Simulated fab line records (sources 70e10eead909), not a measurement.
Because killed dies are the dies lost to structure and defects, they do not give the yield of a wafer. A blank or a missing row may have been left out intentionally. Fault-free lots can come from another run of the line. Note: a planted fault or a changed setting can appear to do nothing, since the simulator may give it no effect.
fab line records	flow nand-harc
[record] lots = 5	wafers = 15	last-day = 33
route steps=1302 shown P_M1@296 P_M2@318 END@1302
lots with no fault: from the same line, run without faults
start-h: hours from the record's first day to the start of the lot's first wafer shown	wait-h: hours elapsed since this lot's preceding step	" identical to the entry in the row above	L1.1+2: a row that stands for several wafers	- no value, or no start was given	* or withheld: withheld	< > ~ a bound
route shown NAME@n: NAME is a module with steps in the file, n the number in the route of the first one	usual: mean/standard deviation taken from wafers without a fault	same: alike in all rows	chamber/n: place in a boat	sites: each site's reading	_std_site: standard deviation across them	_edge_site: inner sites' mean taken away from outer sites' mean	radius-mm: for every site, how far away it sits from the centre of the wafer	mask NAME#n: copy n	behind: the tool/chamber that last shaped the wafer	hold: the reason the lot was held/the length of the hold in hours/how it ended	device: the n, p or np transistor that did not switch	end of line: at the end of the route, the tests of the same wafers	for a step that has no rows: nothing shown but its recipe	killed: dies lost to structure and defects at the first sort, not the wafer's yield	map: shows each die of a wafer: x if killed, . if not, _ if none is there
set.NAME: setting as actually run; set.NAME@STEP: the setting as run at that earlier step	model.NAME: the simulator's own value behind a step, which no gauge read
lots seen at some steps along the route; tables by step, rows by wafer
services: when a tool's chamber went out of use (start-h, in hours from the record's first day, below 0 if earlier), for how many hours, and the reason
[[steps]]
[step NHARC_P_M1_OVL_MEAS_10]
[recipe] pitch-nm = 260
[usual] overlay-x-nm = 0.0/1.2	overlay-y-nm = 0.3/0.87
lot.wafer	tool	chamber	start-h	wait-h	overlay-x-nm	overlay-y-nm
L994.1	overlay-02	-	200.05	-	1.2	0.0
L994.4	"	-	"	"	1.4	-0.4
L994.5	"	-	"	"	1.5	0.4
L995.1	overlay-01	-	210.09	-	0.7	-0.4
L995.4	"	-	"	"	1.1	-1.1
L995.6	"	-	"	"	0.8	-0.8
L103.2	overlay-02	-	292.22	-	-1.9	1.3
L103.4	"	-	"	"	-2.1	0.9
L103.6	"	-	"	"	-2.1	1.0
L104.2	overlay-02	-	300.17	-	-1.4	0.5
L104.3	"	-	"	"	-1.3	0.8
L104.4	"	-	"	"	-1.2	0.6
L109.1	overlay-02	-	342.92	-	0.6	2.2
L109.3	"	-	"	"	0.2	2.0
L109.5	"	-	"	"	0.3	2.2
[step NHARC_P_M1_INSPECT_11]
[usual] raw-defect-count = 5/3.5
lot.wafer	tool	chamber	start-h	wait-h	raw-defect-count
L994.1	defect-inspect-02	-	200.08	0.0	1
L994.4	"	-	"	"	0
L994.5	"	-	"	"	5
L995.1	defect-inspect-01	-	210.13	0.0	9
L995.4	"	-	"	"	1
L995.6	"	-	"	"	2
L103.2	defect-inspect-02	-	292.25	0.0	1
L103.4	"	-	"	"	5
L103.6	"	-	"	"	4
L104.2	defect-inspect-02	-	300.21	0.0	8
L104.3	"	-	"	"	11
L104.4	"	-	"	"	12
L109.1	defect-inspect-01	-	342.95	0.0	13
L109.3	"	-	"	"	14
L109.5	"	-	"	"	16
[step NHARC_P_M1_DESCUM_14]
[recipe] time-s = 3	o2-flow-sccm = 200	ar-flow-sccm = 0	bias-power-w = 0	chemistry = O2
[usual] drypump-motor-current-A = 5.9/0.47	oes-product-au = 0.997/0.012	rf-vpp-V = 57.7/0.92	showerhead-plenum-p-Torr = 1.89/0.095	throttle-valve-pct = 11.311/0.0084
lot.wafer	tool	chamber	start-h	wait-h	drypump-motor-current-A	oes-product-au	rf-hours-counter-h	rf-vpp-V	showerhead-plenum-p-Torr	throttle-valve-pct
L994.1	rie-diel-11	2	200.15	0.1	6.4	1.003	8	58.4	1.95	11.316
L994.4	"	1	"	"	5.8	0.981	-	57.5	1.79	11.319
L994.5	"	0	"	"	6.6	0.975	-	58.1	1.84	11.305
L995.1	rie-diel-11	3	210.20	0.1	5.7	0.992	8	58.2	2.05	11.311
L995.4	"	0	"	"	6.6	0.989	8	57.7	1.84	11.295
L995.6	"	2	"	"	6.4	1.005	-	57.6	1.95	11.315
L103.2	rie-diel-04	3	292.33	0.1	6.1	1.012	8	56.3	1.81	11.312
L103.6	"	1	"	"	5.7	0.991	-	60.3	2.06	11.319
L103.4	"	3	"	"	6.1	1.002	-	57.2	1.81	11.312
L104.2	rie-diel-11	0	300.27	0.1	6.6	0.989	3	56.9	1.84	11.312
L104.3	"	1	"	"	5.8	1.003	4	56.6	1.79	11.313
L104.4	"	0	"	"	6.6	0.980	-	56.3	1.84	11.315
L109.1	rie-diel-11	0	343.02	0.1	6.6	0.990	7	57.7	1.84	11.318
L109.3	"	3	"	"	5.7	1.019	6	58.2	2.05	11.320
L109.5	"	0	"	"	6.6	1.004	-	56.7	1.84	11.308
[step NHARC_P_M1_ETCH_35]
[recipe] target-depth-a = 400	overetch-a = 120	time-s = 43.94	ion-energy-ev = 200	n2-flow-sccm = 150	h2-flow-sccm = 150	ar-flow-sccm = 0	rf-w = 400	bias-w = 150	chemistry = N2/H2
[step NHARC_P_M1_ETCH_15]
[recipe] target-depth-a = 1825	time-s = 91.2	c4f8-flow-sccm = withheld	ar-flow-sccm = 400	rf-w = 600	bias-w = 300	chemistry = C4F8/Ar
[usual] bias-w = 299.9/1	oes-product-au = 0.950/0.022	rf-vpp-V = 440.3/3
lot.wafer	tool	chamber	start-h	wait-h	bias-w	oes-product-au	rf-hours-counter-h	rf-vpp-V
L994.1	rie-diel-11	0	-	-	299.8	0.950	8	437.4
L994.5	"	0	"	"	298.8	0.936	-	439.2
L994.4	"	1	"	"	298.5	0.946	-	436.4
L995.4	rie-diel-11	0	-	-	301.4	0.913	9	438.1
L995.1	"	1	"	"	299.4	0.907	9	436.6
L995.6	"	3	"	"	298.5	0.912	-	445.4
L103.2	rie-diel-04	0	-	-	299.5	0.979	8	438.2
L103.6	"	3	"	"	301.1	0.974	-	438.0
L103.4	"	1	"	"	298.8	0.960	-	446.7
L104.3	rie-diel-11	2	-	-	299.9	0.955	4	441.8
L104.2	"	0	"	"	299.2	0.951	3	437.8
L104.4	"	1	"	"	298.8	0.972	-	436.2
L109.1	rie-diel-11	1	-	-	301.2	0.929	7	437.7
L109.3	"	2	"	"	301.6	0.919	8	440.6
L109.5	"	2	"	"	301.1	0.921	-	443.2
[step NHARC_P_M1_CD_MEAS_16]
[usual] cd-nm = 129.9/1.2
lot.wafer	tool	chamber	start-h	wait-h	cd-nm
L994.1	cd-sem-02	-	200.49	-	129.9
L994.4	"	-	"	"	131.2
L994.5	"	-	"	"	128.3
L995.1	cd-sem-02	-	210.49	-	128.7
L995.4	"	-	"	"	128.0
L995.6	"	-	"	"	131.7
L103.2	cd-sem-02	-	292.67	-	128.6
L103.4	"	-	"	"	128.5
L103.6	"	-	"	"	130.4
L104.2	cd-sem-03	-	300.62	-	129.9
L104.3	"	-	"	"	130.5
L104.4	"	-	"	"	131.4
L109.1	cd-sem-03	-	343.32	-	131.1
L109.3	"	-	"	"	129.8
L109.5	"	-	"	"	131.1
[step NHARC_P_M1_STRIP_18]
[recipe] power-w = 1000	n2-flow-sccm = 150	h2-flow-sccm = 150	ar-flow-sccm = 0	bias-w = 0	chemistry = N2/H2
[step NHARC_P_M1_ETCH_28]
[recipe] target-depth-a = 300	over-etch-frac = 0.3	time-s = 72.99	ion-energy-ev = 150	cf4-flow-sccm = 50	n2-flow-sccm = 100	ar-flow-sccm = 150	rf-w = 300	bias-w = 100	chemistry = CF4/N2
[step NHARC_P_M1_STRIP_19]
[recipe] time-s = 600	temp-c = 30	chemistry = post-etch-residue-remover
[step NHARC_P_M1_DEGAS_29]
[recipe] temp-c = 250	time-s = 60
[usual] heater-power-w = 326/41
lot.wafer	tool	chamber	start-h	wait-h	heater-power-w
L994.4	pvd-sputter-01	-	201.21	-	260
L994.1	"	-	"	"	335
L994.5	"	-	"	"	268
L995.1	pvd-sputter-01	-	211.21	-	257
L995.4	"	-	"	"	337
L995.6	"	-	"	"	262
L103.4	pvd-sputter-03	-	293.42	-	366
L103.2	"	-	"	"	302
L103.6	"	-	"	"	373
L104.3	pvd-sputter-01	-	301.40	-	297
L104.2	"	-	"	"	261
L104.4	"	-	"	"	340
L109.1	pvd-sputter-02	-	344.03	-	355
L109.3	"	-	"	"	297
L109.5	"	-	"	"	345
[step NHARC_P_M1_PRE_CLEAN_30]
[recipe] time-s = 30	temp-c = 280	gas = H2/He
[step NHARC_P_M1_PVD_20]
[recipe] target-thk-a = 50	bias-v = 168.6	power-w = 15000	chamber-pressure-pa = 0.12	time-s = 8.06	substrate-temp-c = 50	material = TaN
[step NHARC_P_M1_PVD_21]
[recipe] target-thk-a = 300	chamber-pressure-pa = 5	power-w = 5000	substrate-temp-c = 30	time-s = 20.49	material = Cu
[usual] throttle-valve-pct = 29.4/1
lot.wafer	tool	chamber	start-h	wait-h	throttle-valve-pct
L994.4	pvd-sputter-01	-	201.44	-	29.5
L994.1	"	-	"	"	29.1
L994.5	"	-	"	"	29.7
L995.4	pvd-sputter-01	-	211.43	-	27.0
L995.1	"	-	"	"	29.5
L995.6	"	-	"	"	29.4
L103.4	pvd-sputter-03	-	293.66	-	29.7
L103.2	"	-	"	"	29.4
L103.6	"	-	"	"	31.0
L104.3	pvd-sputter-01	-	301.63	-	28.1
L104.2	"	-	"	"	30.3
L104.4	"	-	"	"	29.6
L109.1	pvd-sputter-02	-	344.26	-	30.0
L109.3	"	-	"	"	30.0
L109.5	"	-	"	"	28.2
[step NHARC_P_M1_ECD_22]
[recipe] target-thk-a = 4000	bath-temp-c = 25	material = Cu
[step NHARC_P_M1_ANNEAL_31]
[recipe] temp-c = 225	time-s = 90
[step NHARC_P_M1_CMP_23]
[recipe] t-overpolish-s = 20	target-thk-nm = 157.82
[step NHARC_P_M1_SRD_25]
[step NHARC_P_M1_INSPECT_27]
[usual] raw-defect-count = 290/100
lot.wafer	tool	chamber	start-h	wait-h	raw-defect-count
L994.1	defect-inspect-01	-	202.76	0.0	169
L994.4	"	-	"	"	355
L994.5	"	-	"	"	298
L995.1	defect-inspect-02	-	212.76	0.0	198
L995.4	"	-	"	"	202
L995.6	"	-	"	"	134
L103.2	defect-inspect-02	-	295.00	0.0	256
L103.4	"	-	"	"	495
L103.6	"	-	"	"	285
L104.2	defect-inspect-01	-	302.95	0.0	552
L104.3	"	-	"	"	303
L104.4	"	-	"	"	170
L109.1	defect-inspect-01	-	345.58	0.0	330
L109.3	"	-	"	"	266
L109.5	"	-	"	"	236
[step NHARC_P_M1_PRE_CLEAN_32]
[recipe] time-s = 12	temp-c = 370	rf-power-w = 300	gas = NH3
[step NHARC_P_M1_DEP_33]
[recipe] target-thk-a = 300	temp-c = 370	target-thk-nm = 30	pressure-torr = 3	flow-sccm = 200	rf-w = 450	material = SiCN
[step NHARC_P_M2_DEP_00]
[recipe] target-thk-a = 1825	target-thk-nm = 182.5	temp-c = withheld	pressure-torr = 5	flow-sccm = 200	rf-w = 600	material = SiOC
[step NHARC_P_M2_DEHYDRATE_01]
[recipe] temp-c = 150	time-s = 120
[step NHARC_P_M2_HMDS_02]
[recipe] time-s = 30
[step NHARC_P_M2_COAT_34]
[recipe] temp-c = 200	time-s = 65
[step NHARC_P_M2_COAT_03]
[recipe] spin-rpm = 1500	resist-thk-nm = 90
[step NHARC_P_M2_SOFTBAKE_04]
[recipe] temp-c = 105	time-s = 55
[step NHARC_P_M2_EBR_05]
[step NHARC_P_M2_EXPOSE_06]
[recipe] na = 1.35	target-cd-nm = 170	dose-mj = 80.78	mask-id = P_M2
[step NHARC_P_M2_PEB_07]
[recipe] peb-temp-c = 100	peb-time-s = 65
[step NHARC_P_M2_DEVELOP_08]
[recipe] develop-time-s = 35	dev-temp-c = 23
[step NHARC_P_M2_CD_MEAS_09]
[recipe] target-cd-nm = 170	landing-energy-ev = 500
[usual] cd-nm = 170.5/0.67
lot.wafer	tool	chamber	start-h	wait-h	cd-nm
L994.1	cd-sem-01	0	204.15	-	171.4
L994.4	"	0	"	"	171.4
L994.5	"	0	"	"	170.3
L995.4	cd-sem-02	0	214.14	-	170.3
L103.2	cd-sem-02	0	296.27	-	170.4
L103.4	"	0	"	"	171.7
L103.6	"	0	"	"	169.9
L104.2	cd-sem-03	0	304.22	-	171.0
L104.3	"	0	"	"	169.3
L104.4	"	0	"	"	170.4
L109.1	cd-sem-01	0	346.99	-	169.6
L109.3	"	0	"	"	169.2
L109.5	"	0	"	"	170.6
[step NHARC_P_M2_OVL_MEAS_10]
[recipe] pitch-nm = 340
[usual] overlay-x-nm = 0.3/0.79	overlay-y-nm = -0.2/0.68
lot.wafer	tool	chamber	start-h	wait-h	overlay-x-nm	overlay-y-nm
L994.1	overlay-01	-	204.24	-	1.7	-0.5
L994.4	"	-	"	"	2.0	-0.3
L994.5	"	-	"	"	0.8	-0.2
L995.4	overlay-02	-	214.22	-	0.7	-0.9
L103.2	overlay-01	-	296.35	-	-0.2	-1.3
L103.4	"	-	"	"	-0.1	-0.7
L103.6	"	-	"	"	-0.4	-1.4
L104.2	overlay-01	-	304.31	-	0.2	-0.5
L104.3	"	-	"	"	0.6	-0.7
L104.4	"	-	"	"	1.0	-0.5
L109.1	overlay-02	-	347.08	-	0.1	-0.7
L109.3	"	-	"	"	0.1	-1.1
L109.5	"	-	"	"	-0.4	-0.9
[step NHARC_P_M2_INSPECT_11]
[usual] raw-defect-count = 5/3.5
lot.wafer	tool	chamber	start-h	wait-h	raw-defect-count
L994.1	defect-inspect-02	-	204.27	0.0	1
L994.4	"	-	"	"	3
L994.5	"	-	"	"	4
L995.4	defect-inspect-02	-	214.26	0.0	3
L103.2	defect-inspect-02	-	296.39	0.0	3
L103.4	"	-	"	"	4
L103.6	"	-	"	"	2
L104.2	defect-inspect-02	-	304.34	0.0	8
L104.3	"	-	"	"	9
L104.4	"	-	"	"	12
L109.1	defect-inspect-02	-	347.11	0.0	10
L109.3	"	-	"	"	13
L109.5	"	-	"	"	13
[step NHARC_P_M2_DESCUM_14]
[recipe] time-s = 3	o2-flow-sccm = 200	ar-flow-sccm = 0	bias-power-w = 0	chemistry = O2
[step NHARC_P_M2_ETCH_35]
[recipe] target-depth-a = 400	overetch-a = 120	time-s = 43.94	ion-energy-ev = 200	n2-flow-sccm = 150	h2-flow-sccm = 150	ar-flow-sccm = 0	rf-w = 400	bias-w = 150	chemistry = N2/H2
[usual] bias-w = 150.0/0.45	drypump-motor-current-A = 5.8/0.6	oes-product-au = 0.999/0.016	rf-vpp-V = 430.4/2	showerhead-plenum-p-Torr = 2.04/0.071	throttle-valve-pct = 14.169/0.009
lot.wafer	tool	chamber	start-h	wait-h	bias-w	drypump-motor-current-A	oes-product-au	rf-hours-counter-h	rf-vpp-V	showerhead-plenum-p-Torr	throttle-valve-pct
L994.4	rie-diel-12	2	204.43	0.1	149.4	4.8	0.998	3	431.3	2.03	14.161
L994.1	"	3	"	"	150.3	6.0	0.987	5	431.9	2.05	14.154
L994.5	"	2	"	"	149.9	4.9	1.002	-	430.4	2.03	14.167
L995.4	rie-diel-12	2	214.44	0.1	150.1	4.8	0.995	-	429.4	2.03	14.172
L103.2	rie-diel-06	0	296.57	0.1	150.3	6.4	0.978	10	427.1	1.92	14.153
L103.4	"	2	"	"	150.2	6.7	0.998	-	429.1	1.98	14.184
L103.6	"	0	"	"	150.6	6.4	0.976	-	428.2	1.92	14.160
L104.2	rie-diel-12	2	304.51	0.1	150.7	4.8	1.015	1	429.4	2.02	14.180
L104.3	"	0	"	"	150.0	5.0	0.973	1	431.0	1.98	14.169
L104.4	"	1	"	"	149.8	5.8	1.029	-	432.1	2.10	14.186
L109.3	rie-diel-06	1	347.26	0.1	150.1	5.5	0.972	1	427.4	1.91	14.184
L109.1	"	2	"	"	150.2	6.7	0.997	2	428.4	1.98	14.154
L109.5	"	1	"	"	150.1	5.5	0.970	-	427.0	1.91	14.186
[step NHARC_P_M2_ETCH_15]
[recipe] target-depth-a = 1825	time-s = 91.2	c4f8-flow-sccm = withheld	ar-flow-sccm = 400	rf-w = 600	bias-w = 300	chemistry = C4F8/Ar
[usual] bias-w = 300.1/0.96	oes-product-au = 0.941/0.027	rf-vpp-V = 440.9/2.2
lot.wafer	tool	chamber	start-h	wait-h	bias-w	oes-product-au	rf-hours-counter-h	rf-vpp-V
L994.1	rie-diel-12	1	-	-	299.9	0.912	5	441.8
L994.4	"	1	"	"	300.3	0.930	-	441.7
L994.5	"	2	"	"	300.0	0.922	-	440.3
L995.4	rie-diel-12	0	-	-	297.5	0.947	-	439.9
L103.2	rie-diel-06	2	-	-	300.5	0.925	9	438.6
L103.6	"	2	"	"	300.6	0.930	-	438.0
L103.4	"	0	"	"	299.6	0.903	-	438.0
L104.3	rie-diel-12	0	-	-	301.3	0.932	1	439.9
L104.2	"	1	"	"	300.1	0.982	1	442.8
L104.4	"	0	"	"	302.1	0.941	-	439.7
L109.1	rie-diel-06	1	-	-	298.5	0.902	1	437.7
L109.3	"	3	"	"	298.7	0.917	2	442.8
L109.5	"	1	"	"	300.2	0.901	-	436.4
[step NHARC_P_M2_CD_MEAS_16]
[usual] cd-nm = 170.2/0.98
lot.wafer	tool	chamber	start-h	wait-h	cd-nm
L994.1	cd-sem-03	-	204.65	-	171.0
L994.4	"	-	"	"	172.4
L994.5	"	-	"	"	169.6
L995.4	cd-sem-03	-	214.67	-	170.1
L103.2	cd-sem-02	-	296.80	-	168.6
L103.4	"	-	"	"	170.5
L103.6	"	-	"	"	170.1
L104.2	cd-sem-03	-	304.76	-	171.7
L104.3	"	-	"	"	169.1
L104.4	"	-	"	"	170.3
L109.1	cd-sem-03	-	347.48	-	170.0
L109.3	"	-	"	"	169.6
L109.5	"	-	"	"	170.6
[step NHARC_P_M2_STRIP_18]
[recipe] power-w = 1000	n2-flow-sccm = 150	h2-flow-sccm = 150	ar-flow-sccm = 0	bias-w = 0	chemistry = N2/H2
[step NHARC_P_M2_ETCH_28]
[recipe] target-depth-a = 300	over-etch-frac = 0.3	time-s = 72.99	ion-energy-ev = 150	cf4-flow-sccm = 50	n2-flow-sccm = 100	ar-flow-sccm = 150	rf-w = 300	bias-w = 100	chemistry = CF4/N2
[step NHARC_P_M2_STRIP_19]
[recipe] time-s = 600	temp-c = 30	chemistry = post-etch-residue-remover
[step NHARC_END_SORT_01]
[recipe] temp-c = 25
[usual] defect-limited-yield = 91/3.2	killed-at-array = 58/22	killed-at-other = 1.0/1.3	killed-at-periphery = 5/3.4	killed-dies = 64/22	killed-open = 3.6/1.8	killed-short = 2.4/1.7
[same] gross-dies = 677
lot.wafer	tool	chamber	start-h	wait-h	defect-limited-yield[%]	killed-at-array	killed-at-other	killed-at-periphery	killed-dies	killed-open	killed-short
L995.1	prober-01	0	646.96	2.5	0	68	1	608	677	5	4
L995.4	prober-01	0	649.39	3.4	92	52	1	3	56	3	7
L995.6	prober-01	0	651.00	4.0	0	52	0	625	677	5	3
L103.2	prober-01	0	719.11	2.8	88	74	1	4	79	2	1
L103.4	prober-01	0	720.73	3.4	86	91	1	5	97	3	2
L103.6	prober-01	0	722.35	4.0	88	77	2	1	80	3	2
L104.2	prober-02	0	724.21	2.8	89	67	0	6	73	2	2
L104.3	prober-02	0	725.02	3.1	88	71	0	9	80	4	0
L104.4	prober-02	0	725.83	3.4	89	66	1	8	75	6	2
L109.1	prober-01	0	779.07	2.5	87	81	0	8	89	4	3
L109.3	prober-01	0	780.69	3.1	89	66	0	10	76	4	1
L109.5	prober-01	0	782.31	3.7	92	44	1	11	56	1	0
// killed by level:class
L995.1 P_M1:area-pvd=606 A_SLIT:chamber-film-flake=31 A_CHANNEL_HOLE_D2:chamber-film-flake=16 A_CHANNEL_HOLE_D1:chamber-film-flake=6 A_CONTACT:chamber-film-flake=4 A_WL_FILL:chamber-film-flake=3 A_SGD_CUT:geometric-particle:short=2 P_GATE:geometric-particle:open=1
L995.4 A_SLIT:chamber-film-flake=21 A_CHANNEL_HOLE_D2:chamber-film-flake=8 A_CHANNEL_HOLE_D1:chamber-film-flake=7 A_CONTACT:chamber-film-flake=5 A_ONON_D1:geometric-particle:short=2 A_WL_FILL:geometric-particle:short=2 P_CONTACT:geometric-particle:open=1 P_M1:geometric-particle:short=1
L995.6 P_M1:area-pvd=619 A_SLIT:chamber-film-flake=27 A_CONTACT:chamber-film-flake=9 A_CHANNEL_HOLE_D2:chamber-film-flake=8 A_CHANNEL_HOLE_D1:chamber-film-flake=3 P_GATE:geometric-particle:open=2 P_STI:chamber-film-flake=2 P_CONTACT:geometric-particle:open=1
L103.2 A_SLIT:chamber-film-flake=32 A_CHANNEL_HOLE_D1:chamber-film-flake=28 A_CONTACT:chamber-film-flake=4 P_BONDPAD:chamber-film-flake=3 A_STAIRCASE:chamber-film-flake=3 A_ONON_D1:geometric-particle:open=2 A_CHANNEL_HOLE_D2:chamber-film-flake=2 A_SGD_CUT:geometric-particle:short=1
L103.4 A_CHANNEL_HOLE_D1:chamber-film-flake=41 A_SLIT:chamber-film-flake=37 A_BONDPAD:chamber-film-flake=5 A_DECK1_JOINT:geometric-particle:open=2 P_GATE:chamber-film-flake=2 P_BONDPAD:chamber-film-flake=2 A_CONTACT:chamber-film-flake=2 P_STI:geometric-particle:short=1
L103.6 A_CHANNEL_HOLE_D1:chamber-film-flake=34 A_SLIT:chamber-film-flake=31 A_ONON_D2:geometric-particle:short=2 THIN_TSV:chamber-film-flake=2 A_CHANNEL_FILL_D2:chamber-film-flake=2 A_CONTACT:chamber-film-flake=2 P_M0:geometric-particle:open=1 A_SGD_CUT:geometric-particle:open=1
L104.2 A_CHANNEL_HOLE_D1:chamber-film-flake=30 A_CHANNEL_HOLE_D2:chamber-film-flake=21 A_SLIT:chamber-film-flake=5 P_CONTACT:chamber-film-flake=2 A_CHANNEL_FILL_D1:chamber-film-flake=2 A_CONTACT:chamber-film-flake=2 A_DECK1_JOINT:geometric-particle:short=1 A_ONON_D2:geometric-particle:short=1
L104.3 A_CHANNEL_HOLE_D1:chamber-film-flake=30 A_CHANNEL_HOLE_D2:chamber-film-flake=25 P_CONTACT:chamber-film-flake=5 A_STAIRCASE:chamber-film-flake=5 A_CONTACT:chamber-film-flake=4 A_SLIT:chamber-film-flake=3 A_DECK1_JOINT:chamber-film-flake=2 P_CONTACT:geometric-particle:open=1
L104.4 A_CHANNEL_HOLE_D1:chamber-film-flake=29 A_CHANNEL_HOLE_D2:chamber-film-flake=19 P_CONTACT:chamber-film-flake=6 A_SLIT:chamber-film-flake=5 A_CONTACT:chamber-film-flake=5 A_CHANNEL_FILL_D2:geometric-particle:open=2 P_GATE:geometric-particle:open=1 P_M0:geometric-particle:open=1
L109.1 A_SLIT:chamber-film-flake=36 A_CHANNEL_HOLE_D2:chamber-film-flake=32 P_CONTACT:chamber-film-flake=6 A_STAIRCASE:chamber-film-flake=3 A_ONON_D2:geometric-particle:short=2 A_SOURCE_PLATE:geometric-particle:open=1 A_ONON_D2:geometric-particle:open=1 A_SGD_CUT:geometric-particle:short=1
L109.3 A_CHANNEL_HOLE_D2:chamber-film-flake=27 A_SLIT:chamber-film-flake=27 P_CONTACT:chamber-film-flake=3 P_STI:chamber-film-flake=3 P_GATE:chamber-film-flake=3 A_CHANNEL_FILL_D1:chamber-film-flake=2 A_STAIRCASE:chamber-film-flake=2 A_CONTACT:chamber-film-flake=2
L109.5 A_SLIT:chamber-film-flake=25 A_CHANNEL_HOLE_D2:chamber-film-flake=11 P_CONTACT:chamber-film-flake=4 P_STI:chamber-film-flake=3 P_GATE:chamber-film-flake=3 A_CHANNEL_HOLE_D1:chamber-film-flake=2 P_GATE:geometric-particle:open=1 A_ZERO_WELL:chamber-film-flake=1
// map L995.1 (x killed, . not)
____________x____________
_________xxxxxxx_________
_______xxxxxxxxxxx_______
______xxxxxxxxxxxxx______
_____xxxxxxxxxxxxxxx_____
____xxxxxxxxxxxxxxxxx____
____xxxxxxxxxxxxxxxxx____
___xxxxxxxxxxxxxxxxxxx___
___xxxxxxxxxxxxxxxxxxx___
__xxxxxxxxxxxxxxxxxxxxx__
__xxxxxxxxxxxxxxxxxxxxx__
_xxxxxxxxxxxxxxxxxxxxxxx_
_xxxxxxxxxxxxxxxxxxxxxxx_
_xxxxxxxxxxxxxxxxxxxxxxx_
_xxxxxxxxxxxxxxxxxxxxxxx_
_xxxxxxxxxxxxxxxxxxxxxxx_
xxxxxxxxxxxxxxxxxxxxxxxxx
xxxxxxxxxxxxxxxxxxxxxxxxx
xxxxxxxxxxxxxxxxxxxxxxxxx
xxxxxxxxxxxxxxxxxxxxxxxxx
xxxxxxxxxxxxxxxxxxxxxxxxx
_xxxxxxxxxxxxxxxxxxxxxxx_
_xxxxxxxxxxxxxxxxxxxxxxx_
_xxxxxxxxxxxxxxxxxxxxxxx_
_xxxxxxxxxxxxxxxxxxxxxxx_
_xxxxxxxxxxxxxxxxxxxxxxx_
__xxxxxxxxxxxxxxxxxxxxx__
__xxxxxxxxxxxxxxxxxxxxx__
___xxxxxxxxxxxxxxxxxxx___
___xxxxxxxxxxxxxxxxxxx___
____xxxxxxxxxxxxxxxxx____
____xxxxxxxxxxxxxxxxx____
_____xxxxxxxxxxxxxxx_____
______xxxxxxxxxxxxx______
_______xxxxxxxxxxx_______
_________xxxxxxx_________
____________x____________
// map L994.1 (x killed, . not)
____________.____________
_________......._________
_______..........._______
______.............______
_____..............._____
____......x..........____
____...............x.____
___...................___
___...................___
__..xx.................__
__.....................__
_......................._
_....x.................._
_............x..x......._
_...x..x...xx..........._
_.xx......x..x.........._
..xxxxx..xx.xxxx.........
x.xxxxx.x.xxxxx..x.x.....
.x.xxx..xx.xxxx.x........
x..xx.xx...xxxx..........
..xxxxxx....xx...........
_..xx..x.....x.........._
_..x......x..x.x...x..x._
_...................xx.._
_......................._
_.x....................._
__.......xx............__
__................x....__
___...................___
___...................___
____.................____
____.x...............____
_____...x......x...._____
______.............______
_______..........._______
_________......._________
____________.____________
[[services]]
tool	chamber	start-h	hours	kind
rie-diel-04	-	177.95	9.0	pm
pvd-sputter-03	-	180.82	9.6	repair
pvd-sputter-02	-	186.20	3.7	repair
rie-diel-06	0	203.88	3.9	repair
rie-diel-12	0	204.48	8.7	repair
rie-diel-11	1	204.80	1.7	repair
rie-diel-12	3	207.09	8.4	repair
pvd-sputter-03	-	209.24	1.8	repair
rie-diel-04	1	219.43	3.5	repair
rie-diel-12	1	223.59	8.1	repair
pvd-sputter-03	-	223.73	0.8	repair
pvd-sputter-02	-	225.85	12.0	repair
pvd-sputter-01	-	226.03	10.0	pm
rie-diel-06	-	228.42	2.5	repair
rie-diel-11	2	232.07	3.9	repair
rie-diel-12	3	248.86	5.6	repair
rie-diel-11	-	255.50	9.0	pm
rie-diel-12	-	268.40	9.0	pm
rie-diel-12	3	295.81	9.3	repair
rie-diel-06	3	295.90	8.2	repair
rie-diel-11	3	297.73	8.3	repair
rie-diel-06	-	307.20	9.0	pm
pvd-sputter-01	-	322.53	0.6	repair
rie-diel-12	0	341.12	5.4	repair
[[key]]
[first-sign] step = NHARC_END_SORT_01	reading = killed-at-periphery	direction = up	sigmas = 99+	usual = 5	struck = 616
[effect] step = NHARC_END_SORT_01	reading = defect-limited-yield	direction = down	sigmas = 28	usual = 91	struck = 0
[more-kills-born-at] NHARC_P_M1_PVD_21@pvd-sputter-01 = 1225
met-at NHARC_P_M1_PVD_21
struck-wafers L995.1,L995.6
later-rows-left-out L995.1,L995.6
onset-between 201.44 211.43
[fault] kind = process-parameter-drift	tool = pvd-sputter-01	chamber = -	onset-h = 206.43	steps = NHARC_P_M1_PVD_21	channel = target-thk-a	offset = *	shape = step	end-h = 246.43	acts-in = *	stated = *	scope = struck-wafers-only
// later-rows-left-out: the simulator's readings of these wafers behind a module that went badly wrong aren't trusted and aren't shown, but for the sort
